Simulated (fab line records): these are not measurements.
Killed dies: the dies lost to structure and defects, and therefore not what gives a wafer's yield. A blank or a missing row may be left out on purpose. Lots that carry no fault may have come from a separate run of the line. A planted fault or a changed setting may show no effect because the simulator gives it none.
A struck lot beside a sound one + flow n5-finfet + 22 out of 1938 route steps
Sound: these wafers, L763.1, L763.2, L763.4. Struck: wafer L774.3. (L774.6 of the same lot was not struck and is left out.) The cause comes at the end.
Per side, at each step with rows, come the tool, then ch with its chambers, and then its first start. Under that, the readings that differ: sound wafers + struck wafers + difference of the means + sigmas: that difference in standard deviations of wafers without a fault.
alike: readings with means less than 2 such deviations apart, plus words and numbers identical on both sides. not compared: withheld readings, readings lacking a value on some wafer, bounds such as >300 that could conceal the same value, and numbers that have no deviation in the record and whose values overlap.
Wherever a step has rows on one side only, a row that says differs or no value, or a row with sigmas, the two part there. Non-overlapping numbers with no deviation appear without sigmas and do not part them. A reading missing from all wafers of one side parts the sides only when that side holds two or more wafers.

first, 9 steps without rows for these wafers: N5_GATE_CUT_COAT_07 (resist thk 30 nm); N5_GATE_CUT_EBR_09; N5_GATE_CUT_SOFTBAKE_08 (time 60 s); N5_GATE_CUT_EXPOSE_10 (exposes mask GATE CUT, target cd 20 nm); N5_GATE_CUT_PEB_11 (peb time 60 s); N5_GATE_CUT_DEVELOP_12 (develop time 30 s); N5_GATE_CUT_DESCUM_18 (chemistry O2, time 7 s); N5_GATE_CUT_ETCH_28 (etches underlayer in N2/H2, target depth 13 nm, time 10.4 s); N5_GATE_CUT_ETCH_36 (etches SiARC in CF4, target depth 13 nm, time 21.7 s).
N5_GATE_CUT_ETCH_37: etches SOC in N2/H2, target depth 60 nm, overetch 12 nm, time 90 s.
  sound on rie-diel-01 ch 1,2,3, day 5 16:47; struck on rie-diel-03 ch 3, day 8 22:23
| reading                                     | sound        | struck | difference | sigmas |
|---------------------------------------------|--------------|--------|------------|--------|
| rf-hours-counter-h (h)                      | 53 129 110   | 240    | +143       |        |
| model.SiARC_of_GATE_CUT_COAT_35.thk-nm (nm) | 6 6 6        | 4.2    | -1.8       |        |
| model.GATE_CUT.cd-nm (nm)                   | 20.2 20 19.6 | 20.8   | +0.9       |        |
  alike: drypump-motor-current-A, h2-flow-sccm, oes-product-au, rf-vpp-V, showerhead-plenum-p-Torr, throttle-valve-pct
then, 9 steps without rows for these wafers: N5_GATE_CUT_STRIP_38 (strips in N2/H2); N5_GATE_CUT_STRIP_39 (strips in N2/H2); N5_GATE_CUT_HM_OPEN_40 (chemistry C4F6/O2, target SiO2, target depth 139 nm, time 85.1 s); N5_GATE_CUT_STRIP_41 (strips in CF4); N5_GATE_CUT_STRIP_42 (strips in O2); N5_GATE_CUT_ETCH_19 (etches SiNx in CH3F/O2, target depth 53.7 nm, time 76.7 s); N5_GATE_CUT_CUT_ETCH_53 (etches W in SF6/Cl2, target depth 79.2 nm); N5_GATE_CUT_CUT_ETCH_54 (etches TiN in Cl2/BCl3, target depth 96.7 nm); N5_GATE_CUT_CUT_ETCH_55 (etches HfO2 in BCl3, target depth 3.2 nm).
N5_GATE_CUT_ETCH_47: etches SiO2 in Cl2/BCl3, target depth 10 nm.
  sound on rie-metal-03 ch 0,1, day 5 17:15; struck on rie-metal-03 ch 1, day 8 22:51
  alike: drypump-motor-current-A, mfc-ar-sccm, oes-product-au, throttle-valve-pct
  not compared: rf-hours-counter-h, model.GATE_CUT.cd-nm
then, 1 step without rows for these wafers: N5_GATE_CUT_VAPOR_ETCH_48 (etches TiN in BCl3/Cl2).
-- the record jumps here: 3 days lie between the struck wafers' starts before and after (it left off in module GATE_CUT and takes up again in module BEOL_M4, whose first step shown is number 1111 of the route) --
N5_BEOL_M4_RC_MEAS_101:
  sound on prober-01 ch 0, day 9 03:48; struck on prober-01 ch 0, day 12 04:43
| reading   | sound          | struck | difference | sigmas |
|-----------|----------------|--------|------------|--------|
| VT_P (mV) | -251 -249 -248 | -257   | -8         | -2     |
  alike: DIBL_N, DIBL_P, IOFF_N, IOFF_P, ION_N, ION_P, SS_N, SS_P, VT_N

## WHERE THEY PART
Only at N5_BEOL_M4_RC_MEAS_101, as far as this record shows.

WHY: what the simulator had put in
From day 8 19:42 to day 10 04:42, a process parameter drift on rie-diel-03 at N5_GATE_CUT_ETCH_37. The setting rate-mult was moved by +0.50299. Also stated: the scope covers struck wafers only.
